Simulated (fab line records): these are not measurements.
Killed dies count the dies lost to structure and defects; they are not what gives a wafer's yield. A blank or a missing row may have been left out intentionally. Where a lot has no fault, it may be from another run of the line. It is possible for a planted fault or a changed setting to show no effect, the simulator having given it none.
Struck lot and sound lot, side by side / flow nand_harc / 18 out of 1159 route steps
Sound: wafers L208.2, L208.3, L208.5. Struck: wafers L199.1, L199.2, L199.3. At the end, the cause is stated.
Per side, at each step with rows, come the tool, then ch with its chambers, and then its first start. Under that, the readings that differ: sound wafers / struck wafers / difference of the means / sigmas: that difference in standard deviations of wafers without a fault.
alike: same words and numbers on both sides, and readings whose means sit less than 2 such deviations apart. not compared: any withheld reading, any reading some wafer has no value for, any bound like >300 that may hide the same value, and any number with overlapping values for which the record gives no deviation.
A row with sigmas, a row that says differs or no value, or rows on one side alone: a step with any of these is where the two part. Numbers that don't overlap but have no deviation are shown without sigmas and don't part them. A reading that every wafer of one side lacks parts them only if that side has two wafers or more.

NHARC_A_M1_INSPECT_11:
  sound on defect_inspect-02 at day 22 18:11; struck on defect_inspect-01 at day 20 12:34
reading=raw_defect_count; sound=55 68 63; struck=35 21 31; difference=-33; sigmas=-2
NHARC_A_M1_DESCUM_14: chemistry O2, time 3 s.
  sound on rie_diel-02 ch 1,3, day 22 18:14; struck on rie_diel-02 ch 1,2,3, day 20 12:37
  alike: drypump_motor_current_A, mfc_ar_sccm, oes_product_au, rf_vpp_V, showerhead_plenum_p_Torr, throttle_valve_pct
  not compared: rf_hours_counter_h
then, 1 step without rows for these wafers: NHARC_A_M1_ETCH_35 (etches the open film in N2/H2, target depth 40 nm, overetch 12 nm, time 43.94 s).
NHARC_A_M1_ETCH_15: etches the open film in C4F8/Ar, target depth 182.5 nm, time 91.2 s.
  sound: rie_diel-02 ch 1,3; struck: rie_diel-02 ch 0,1,3
  alike: oes_product_au, rf_vpp_V
  not compared: rf_hours_counter_h
NHARC_A_M1_CD_MEAS_16:
  sound on cd_sem-03 at day 22 18:43; struck on cd_sem-03 at day 20 12:55
  alike: cd_nm
then, 3 steps without rows for these wafers: NHARC_A_M1_STRIP_18 (strips in N2/H2); NHARC_A_M1_ETCH_28 (etches the open film in CF4/N2, target depth 30 nm, time 72.99 s); NHARC_A_M1_STRIP_19 (strips in post etch residue remover, time 600 s).
NHARC_A_M1_DEGAS_29: time 60 s.
  sound on pvd_sputter-02 at day 22 19:26; struck on pvd_sputter-03 at day 20 13:39
  alike: heater_power_w
NHARC_A_M1_PRE_CLEAN_30: time 30 s.
  sound on pvd_sputter-02; struck on pvd_sputter-03
  alike: heater_power_w
then, 1 step without rows for these wafers: NHARC_A_M1_PVD_20 (deposits TaN, target thk 5 nm, time 8.06 s).
NHARC_A_M1_PVD_21: deposits Cu, target thk 30 nm, time 20.49 s.
  sound on pvd_sputter-02; struck on pvd_sputter-03
  alike: throttle_valve_pct
NHARC_A_M1_ECD_22: material Cu, target thk 400 nm.
  sound on ecd_cu-01 ch 0,1, day 22 19:50; struck on ecd_cu-02 ch 0,1, day 20 14:01
  no value came back on the struck wafers for bath_heat_duty_pct (%), bath_temp_c (C); on the sound wafers bath_heat_duty_pct (%) reads 5.5 7.0 5.8
then, 1 step without rows for these wafers: NHARC_A_M1_ANNEAL_31 (time 90 s).
NHARC_A_M1_CMP_23: polishes, t overpolish 20 s, target thk 154.34 nm.
  sound on cmp-04 ch 0,3, day 22 20:32; struck on cmp-03 ch 1,2,3, day 20 14:44
reading=time_to_endpoint_s (s); sound=31.5 29.2 32.4; struck=0.0 0.4 0.0; difference=-30.9; sigmas=-13
  alike: motor_current_A
  not compared: pad_life_wafers
NHARC_A_M1_THK_MEAS_24: measures by xrf.
  sound on film_metro-01 at day 22 20:50; struck on film_metro-01 at day 20 15:03
reading=thk_nm (nm); sound=155.2 153.7 155.4; struck=31.1 30.6 31.0; difference=-123.9; sigmas=-88
then, 1 step without rows for these wafers: NHARC_A_M1_SRD_25.
NHARC_END_SORT_01:
  sound on prober-01 ch 0, day 24 11:49; struck on prober-01 ch 0, day 22 09:36
reading=defect_limited_yield (%); sound=93.2 90.8 91.9; struck=0 0 0; difference=-92; sigmas=-57
reading=killed_at_array; sound=44 55 52; struck=673 676 672; difference=+623; sigmas=+57
reading=killed_dies; sound=46 62 55; struck=677 677 677; difference=+623; sigmas=+57
reading=sort_bin_2_pct (%); sound=2.2 3.2 2.1; struck=96.0 97.8 96.6; difference=+94.3; sigmas=+99 or more
reading=sort_n_pass; sound=631 615 622; struck=0 0 0; difference=-623; sigmas=-57
reading=sort_rim_yield_pct (%); sound=90.6 97.2 88.7; struck=0 0 0; difference=-92; sigmas=-33
reading=sort_yield_pct (%); sound=93.2 90.8 91.9; struck=0 0 0; difference=-92; sigmas=-57
  alike: killed_at_other, killed_at_periphery, killed_open, killed_short, sort_bin_3_pct, sort_bin_4_pct

WHERE THEY PART
Last at NHARC_END_SORT_01 as far as this record goes, first at NHARC_A_M1_INSPECT_11.

WHY: whatever the simulator had introduced
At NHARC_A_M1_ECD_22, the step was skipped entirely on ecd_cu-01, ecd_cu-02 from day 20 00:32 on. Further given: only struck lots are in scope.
